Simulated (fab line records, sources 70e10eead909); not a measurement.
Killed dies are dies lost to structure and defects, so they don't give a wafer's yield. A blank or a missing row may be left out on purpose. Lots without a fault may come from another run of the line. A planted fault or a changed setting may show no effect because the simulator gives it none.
A struck lot beside a sound one | flow nand_harc | 15 steps out of a route of 1302
Sound: wafers L398.2, L398.3, L398.6. Struck: wafer L397.4. (L397.3, L397.5 of the same lot were not struck and are left out.) The cause comes at the end.
At each step with rows: each side's tool, then ch and its chambers, then its first start. Under that, the readings that differ: sound wafers | struck wafers | difference of the means | sigmas: that difference in standard deviations of wafers without a fault.
alike: readings whose means differ by less than 2 such deviations, and words and numbers that are the same on both sides. not compared: withheld readings, readings that some wafer has no value for, bounds like >300 that may hide the same value, and numbers for which the record gives no deviation and whose values overlap.
The two part at a step that has a row with sigmas, a row that says differs or no value, or rows on one side only. Numbers that don't overlap but have no deviation are shown without sigmas and don't part them. A reading that every wafer of one side lacks parts them only if that side has two wafers or more.

NHARC_A_BLC_INSPECT_12:
  sound on defect_inspect-01, day 27 17:00; struck on defect_inspect-01, day 27 04:16
  reading          | sound       | struck | difference | sigmas
  raw_defect_count | 152 117 146 | 60     | -78        | -2
then, 3 steps without rows for these wafers: NHARC_A_BLC_DESCUM_15 (chemistry O2, time 3 s); NHARC_A_BLC_ETCH_16 (etches the open film in CF4, target depth 39 nm, time 65 s); NHARC_A_BLC_ETCH_17 (etches the open film in N2/H2, target depth 390 nm, time 609.38 s).
NHARC_A_BLC_ETCH_18: etches the open film in C4F8/O2/Ar, target depth 910 nm.
  sound on rie_diel-02 ch 0,3; struck on rie_diel-07 ch 1
  alike: bias_w, oes_product_au, rf_vpp_V
  not compared: rf_hours_counter_h
NHARC_A_BLC_CD_MEAS_19:
  sound on cd_sem-01, day 27 18:13; struck on cd_sem-02, day 27 05:18
  alike: cd_nm
NHARC_A_BLC_STRIP_29: strips in CF4.
  sound on rie_diel-01 ch 1,2, day 27 18:17; struck on rie_diel-01 ch 1, day 27 05:22
  alike: drypump_motor_current_A, oes_product_au, rf_vpp_V, showerhead_plenum_p_Torr, throttle_valve_pct
  not compared: rf_hours_counter_h
then, 2 steps without rows for these wafers: NHARC_A_BLC_STRIP_21 (strips in O2); NHARC_A_BLC_STRIP_22 (strips in post etch residue remover, time 600 s).
NHARC_A_BLC_DEGAS_30: time 60 s.
  sound on pvd_sputter-01, day 27 18:49; struck on pvd_sputter-01, day 27 05:54
  alike: heater_power_w
then, 1 step without rows for these wafers: NHARC_A_BLC_PRE_CLEAN_31 (time 15 s).
NHARC_A_BLC_PVD_32: deposits Ti, target thk 5 nm, time 17.7 s.
  sound on pvd_sputter-01; struck on pvd_sputter-01
  alike: throttle_valve_pct
NHARC_A_BLC_ALD_23: deposits TiN, target thk 3 nm, pulse time 1 s, ald cycles 150.
  sound on ald_metal-01 ch 1,3, day 27 19:03; struck on ald_metal-04 ch 1, day 27 06:08
  reading    | sound       | struck | difference | sigmas
  ald_cycles | 150 150 150 | 70     | -80        |
  alike: heater_power_outer_w, heater_power_w, precursor_pulse_height_rel
  not compared: since_wet_clean_h
NHARC_A_BLC_CVD_24: deposits W, target thk 150 nm, time 434 s.
  sound on cvd_w-01 ch 0,1; struck on cvd_w-01 ch 0
  alike: heater_power_outer_w, heater_power_w, mfc_h2_sccm, throttle_valve_pct
  not compared: since_wet_clean_h
NHARC_END_SORT_01:
  the record has rows for the struck wafers here (prober-02 ch 0, day 29 05:29) and none for the sound ones

WHERE THEY PART
First at NHARC_A_BLC_INSPECT_12; last, within this record, at NHARC_END_SORT_01.

WHY: what the simulator had put in
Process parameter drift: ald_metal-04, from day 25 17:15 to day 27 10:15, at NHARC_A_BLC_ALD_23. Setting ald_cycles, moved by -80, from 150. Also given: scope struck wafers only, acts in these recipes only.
